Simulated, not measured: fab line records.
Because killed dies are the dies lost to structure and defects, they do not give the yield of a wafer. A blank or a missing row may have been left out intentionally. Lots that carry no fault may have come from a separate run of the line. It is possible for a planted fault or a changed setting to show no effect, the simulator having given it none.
One fault seen from 2 desks | flow n5 finfet | each desk holds nothing but its own numbers, with what lay behind them at the end

== THE TOOL OWNER'S DESK: pecvd-03 ==
The tool's own readings at N5_BEOL_M3_ILD_DEP_00 (deposits SiOC from DEMS/O2, target thk 79 nm, time 15.3 s): means of the sampled wafers that have a number, for each lot that ran on this tool. The brackets show how far a lot's mean lies from the usual mean; more than 4 standard deviations puts the lot out of limits, marked OUT.
Columns: A = heater power w at N5_BEOL_M3_ILD_DEP_00, usual 528 W; B = showerhead plenum p Torr at N5_BEOL_M3_ILD_DEP_00, usual 5.686 Torr; C = showerhead vpp V at N5_BEOL_M3_ILD_DEP_00, usual 1402 V; D = throttle valve pct at N5_BEOL_M3_ILD_DEP_00, usual 11.8 %
lot  | first seen here | A   | B     | C    | D
L344 | day 8 13:47     | 548 | 5.683 | 1368 | 11.4
L346 | day 9 00:14     | 591 | 5.692 | 1366 | 11.4
L357 | day 12 04:20    | 494 | 5.679 | 1386 | 11.5
L359 | day 12 16:13    | 527 | 5.680 | 1398 | 11.5
L360 | day 12 19:23    | 471 | 5.682 | 1461 | 11.5
Result from this desk: across the 5 lots, nothing is out of limits.

== THE METROLOGY DESK ==
What the gauges read for every lot (on any tool): the sampled wafers with a number, averaged. The brackets show how far a lot's mean lies from the usual mean; more than 4 standard deviations puts the lot out of limits, marked OUT. 7 of its 11 readings are shown, namely those furthest out on some lot.
Columns: A = M3_ILD_THK at N5_BEOL_M3_THK_MEAS_01, usual 79.1 nm; B = DIBL_N at N5_BEOL_M4_RC_MEAS_101, usual 36.0 mV/V; C = DIBL_P at N5_BEOL_M4_RC_MEAS_101, usual 35.6 mV/V; D = IOFF_N at N5_BEOL_M4_RC_MEAS_101, usual 0.15 nA/um; E = ION_P at N5_BEOL_M4_RC_MEAS_101, usual 455 uA/um; F = SS_N at N5_BEOL_M4_RC_MEAS_101, usual 71.5 mV/dec; G = VT_P at N5_BEOL_M4_RC_MEAS_101, usual -253 mV
lot  | first seen here | A    | B    | C    | D    | E   | F    | G
L339 | day 7 09:01     | 78.0 | 36.5 | 35.4 | 0.15 | 459 | 70.6 | -250
L344 | day 8 13:52     | 74.8 | 36.0 | 35.9 | 0.16 | 447 | 72.7 | -252
L346 | day 9 00:18     | 76.5 | 36.4 | 35.1 | 0.14 | 452 | 71.4 | -254
L357 | day 12 04:23    | 79.7 | 38.9 | 38.4 | 0.19 | 462 | 72.0 | -252
L356 | day 12 11:28    | 79.1 | 37.9 | 36.1 | 0.16 | 461 | 71.4 | -251
L358 | day 12 13:37    | 78.7 | 37.6 | 37.1 | 0.18 | 457 | 72.0 | -252
L359 | day 12 16:17    | 79.7 | 35.6 | 35.0 | 0.14 | 454 | 71.9 | -253
L361 | day 12 17:06    | 78.8 | 34.1 | 35.4 | 0.13 | 445 | 71.4 | -261
L360 | day 12 19:28    | 79.7 | 36.9 | 36.4 | 0.17 | 463 | 72.2 | -251
L362 | day 13 01:05    | 78.6 | 35.4 | 34.6 | 0.14 | 460 | 71.2 | -250
Result from this desk: across the 10 lots, nothing is out of limits.

== BROUGHT TOGETHER ==
The tool owner's desk saw nothing out of limits.
Nothing out of limits was seen by the metrology desk.

== WHAT THE SIMULATOR PUT IN ==
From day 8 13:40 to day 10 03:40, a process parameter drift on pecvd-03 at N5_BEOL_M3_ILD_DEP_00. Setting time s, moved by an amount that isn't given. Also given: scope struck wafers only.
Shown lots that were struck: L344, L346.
